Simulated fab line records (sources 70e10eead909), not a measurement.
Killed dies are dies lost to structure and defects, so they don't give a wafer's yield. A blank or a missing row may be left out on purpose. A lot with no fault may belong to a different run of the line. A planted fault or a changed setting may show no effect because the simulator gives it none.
2 desks, one fault	flow nand harc	only its own numbers are on each desk; what lay behind them is given at the end

## THE METROLOGY DESK
What the gauges read for every lot (on any tool): the sampled wafers with a number, averaged. If a lot's mean is further than 4 standard deviations from the usual mean, the lot is out of limits and carries the mark OUT (the distance appears in the brackets).
Columns: A = cd nm at NHARC_P_ZERO_WELL_CD_MEAS_11, usual 500.0 nm
lot	first seen here	A
L218	day 1 21:15	500.0
L220	day 2 17:14	500.1
L221	day 3 03:14	500.6
L222	day 3 13:14	502.1
L224	day 4 09:15	500.6
L225	day 4 19:07	498.0
L226	day 5 05:22	499.0
L231	day 7 07:19	429.0 (-36) OUT
L232	day 7 17:12	442.2 (-29) OUT
L235	day 8 23:07	500.8
L236	day 9 09:15	496.4
L239	day 10 15:07	500.0
L240	day 11 01:14	499.7
L241	day 11 11:07	497.9
This desk's finding: out of limits on L231, L232; first on L231, day 7 07:19 (cd nm at NHARC_P_ZERO_WELL_CD_MEAS_11). Within limits: L218, L220, L221, L222, L224, L225, L226, L235, L236, L239, L240, L241.

## AT THE TOOL OWNER'S DESK: litho track-07
The tool's own readings at NHARC_P_ZERO_WELL_PEB_09 (peb time 80 s): means of the sampled wafers that have a number, for each lot that ran on this tool. If a lot's mean is further than 4 standard deviations from the usual mean, the lot is out of limits and carries the mark OUT (the distance appears in the brackets).
Columns: A = heater power total W at NHARC_P_ZERO_WELL_PEB_09, usual 189.7 W; B = plate temp C at NHARC_P_ZERO_WELL_PEB_09, usual 127.96 C; C = resist line temp C at NHARC_P_ZERO_WELL_PEB_09, usual 22.99 C
lot	first seen here	A	B	C
L221	day 3 03:10	189.7	127.90	22.99
L231	day 7 07:14	174.4 (-20) OUT	120.10 (-60) OUT	23.01
L232	day 7 17:07	174.4 (-20) OUT	120.10 (-60) OUT	22.84
This desk's finding: out of limits on L231, L232; first on L231, day 7 07:14 (heater power total W at NHARC_P_ZERO_WELL_PEB_09). Within limits: L221.

## TAKEN TOGETHER
At day 7 07:14, on L231, L232, the tool owner's desk was in a position to raise an alarm.
The metrology desk could have raised an alarm at day 7 07:19, on L231, L232.
Every lot named ran NHARC_P_ZERO_WELL_PEB_09 on litho track-07.

## WHAT WAS PUT IN BY THE SIMULATOR
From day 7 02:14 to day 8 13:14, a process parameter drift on litho track-07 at NHARC_P_ZERO_WELL_PEB_09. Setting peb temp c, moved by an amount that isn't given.
Struck lots among those shown: L231, L232.
Counting hours from when the fault started, the first reading out of limits came at 5 for the tool owner's desk and at 5 for the metrology desk.
